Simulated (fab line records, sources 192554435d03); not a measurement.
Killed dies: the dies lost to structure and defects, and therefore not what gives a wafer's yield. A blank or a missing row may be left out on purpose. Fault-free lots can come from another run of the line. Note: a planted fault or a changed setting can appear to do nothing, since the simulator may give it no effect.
Matching of chambers :: flow n5_finfet :: rie_diel-06 running N5_BEOL_M4_ETCH_64: 4 sister chambers
The step etches SOC in N2/H2, target depth 75 nm, overetch 22.5 nm, time 121.9 s. 18 wafers are shown with their chamber, then 9 later ones without.

== WAFERS, EACH WITH ITS CHAMBER ==
wafer: L074.1
chamber: 3
showerhead_plenum_p_Torr (Torr): 2.45
oes_product_au (a.u.): 0.58
throttle_valve_pct (%): 18.04

wafer: L074.3
chamber: 2
showerhead_plenum_p_Torr (Torr): 2.63
oes_product_au (a.u.): 0.54
throttle_valve_pct (%): 17.86

wafer: L074.5
chamber: 3
showerhead_plenum_p_Torr (Torr): 2.45
oes_product_au (a.u.): 0.58
throttle_valve_pct (%): 18.04

wafer: L080.1
chamber: 3
showerhead_plenum_p_Torr (Torr): 2.44
oes_product_au (a.u.): 0.56
throttle_valve_pct (%): 18.07

wafer: L080.3
chamber: 0
showerhead_plenum_p_Torr (Torr): 2.61
oes_product_au (a.u.): 0.54
throttle_valve_pct (%): 18.09

wafer: L080.5
chamber: 0
showerhead_plenum_p_Torr (Torr): 2.61
oes_product_au (a.u.): 0.54
throttle_valve_pct (%): 18.08

wafer: L081.1
chamber: 3
showerhead_plenum_p_Torr (Torr): 2.44
oes_product_au (a.u.): 0.57
throttle_valve_pct (%): 18.09

wafer: L081.2
chamber: 0
showerhead_plenum_p_Torr (Torr): 2.61
oes_product_au (a.u.): 0.54
throttle_valve_pct (%): 18.10

wafer: L081.3
chamber: 1
showerhead_plenum_p_Torr (Torr): 2.49
oes_product_au (a.u.): 0.73
throttle_valve_pct (%): 17.61

wafer: L081.4
chamber: 1
showerhead_plenum_p_Torr (Torr): 2.49
oes_product_au (a.u.): 0.73
throttle_valve_pct (%): 17.60

wafer: L081.5
chamber: 0
showerhead_plenum_p_Torr (Torr): 2.61
oes_product_au (a.u.): 0.54
throttle_valve_pct (%): 18.10

wafer: L081.6
chamber: 3
showerhead_plenum_p_Torr (Torr): 2.44
oes_product_au (a.u.): 0.56
throttle_valve_pct (%): 18.07

wafer: L085.2
chamber: 3
showerhead_plenum_p_Torr (Torr): 2.44
oes_product_au (a.u.): 0.57
throttle_valve_pct (%): 18.10

wafer: L085.5
chamber: 0
showerhead_plenum_p_Torr (Torr): 2.61
oes_product_au (a.u.): 0.53
throttle_valve_pct (%): 18.11

wafer: L085.6
chamber: 1
showerhead_plenum_p_Torr (Torr): 2.49
oes_product_au (a.u.): 0.72
throttle_valve_pct (%): 17.61

wafer: L088.2
chamber: 0
showerhead_plenum_p_Torr (Torr): 2.61
oes_product_au (a.u.): 0.54
throttle_valve_pct (%): 18.10

wafer: L088.3
chamber: 2
showerhead_plenum_p_Torr (Torr): 2.61
oes_product_au (a.u.): 0.53
throttle_valve_pct (%): 17.92

wafer: L088.4
chamber: 3
showerhead_plenum_p_Torr (Torr): 2.44
oes_product_au (a.u.): 0.56
throttle_valve_pct (%): 18.12

SIGNATURES, as means of the wafers listed above
reading: showerhead_plenum_p_Torr
chamber 0: 2.6100
chamber 1: 2.4900
chamber 2: 2.6200
chamber 3: 2.4429
scatter within a chamber: 0.00495

reading: oes_product_au
chamber 0: 0.5383
chamber 1: 0.7267
chamber 2: 0.5350
chamber 3: 0.5686
scatter within a chamber: 0.007

reading: throttle_valve_pct
chamber 0: 18.0967
chamber 1: 17.6067
chamber 2: 17.8900
chamber 3: 18.0757
scatter within a chamber: 0.0236
Rule: for a wafer and a chamber, the distance is found by dividing, reading by reading, the gap between the wafer's reading and the chamber's mean by the reading's scatter, squaring, summing and taking the root. The wafer belongs to the nearest chamber; if the next one is less than 2 further off, it can't be placed. The scatter: the root of (the sum of the squares of (reading less its chamber's mean) over the shown wafers, divided by (wafers less chambers)).

== WAFERS WITHOUT THEIR CHAMBER ==
wafer: L091.2
showerhead_plenum_p_Torr (Torr): 2.60
oes_product_au (a.u.): 0.53
throttle_valve_pct (%): 18.11

wafer: L091.5
showerhead_plenum_p_Torr (Torr): 2.61
oes_product_au (a.u.): 0.51
throttle_valve_pct (%): 17.93

wafer: L091.6
showerhead_plenum_p_Torr (Torr): 2.43
oes_product_au (a.u.): 0.55
throttle_valve_pct (%): 18.11

wafer: L092.3
showerhead_plenum_p_Torr (Torr): 2.61
oes_product_au (a.u.): 0.52
throttle_valve_pct (%): 17.96

wafer: L092.5
showerhead_plenum_p_Torr (Torr): 2.48
oes_product_au (a.u.): 0.69
throttle_valve_pct (%): 17.63

wafer: L092.6
showerhead_plenum_p_Torr (Torr): 2.61
oes_product_au (a.u.): 0.52
throttle_valve_pct (%): 17.97

wafer: L095.2
showerhead_plenum_p_Torr (Torr): 2.60
oes_product_au (a.u.): 0.52
throttle_valve_pct (%): 18.14

wafer: L095.5
showerhead_plenum_p_Torr (Torr): 2.48
oes_product_au (a.u.): 0.68
throttle_valve_pct (%): 17.65

wafer: L095.6
showerhead_plenum_p_Torr (Torr): 2.61
oes_product_au (a.u.): 0.51
throttle_valve_pct (%): 17.96

== THE CHAMBER EACH PASSED THROUGH ==
wafer: L091.2
from the rows above: 0
in truth: 0

wafer: L091.5
from the rows above: 2
in truth: 2

wafer: L091.6
from the rows above: 3
in truth: 3

wafer: L092.3
from the rows above: 2
in truth: 2

wafer: L092.5
from the rows above: 1
in truth: 1

wafer: L092.6
from the rows above: can't be placed: 2 or 0
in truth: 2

wafer: L095.2
from the rows above: 0
in truth: 0

wafer: L095.5
from the rows above: 1
in truth: 1

wafer: L095.6
from the rows above: 2
in truth: 2
Correctly placed: 8 of 9. Can't be placed from these rows: 1 (the true chamber is among the candidates in 1). 0 placed wrongly.
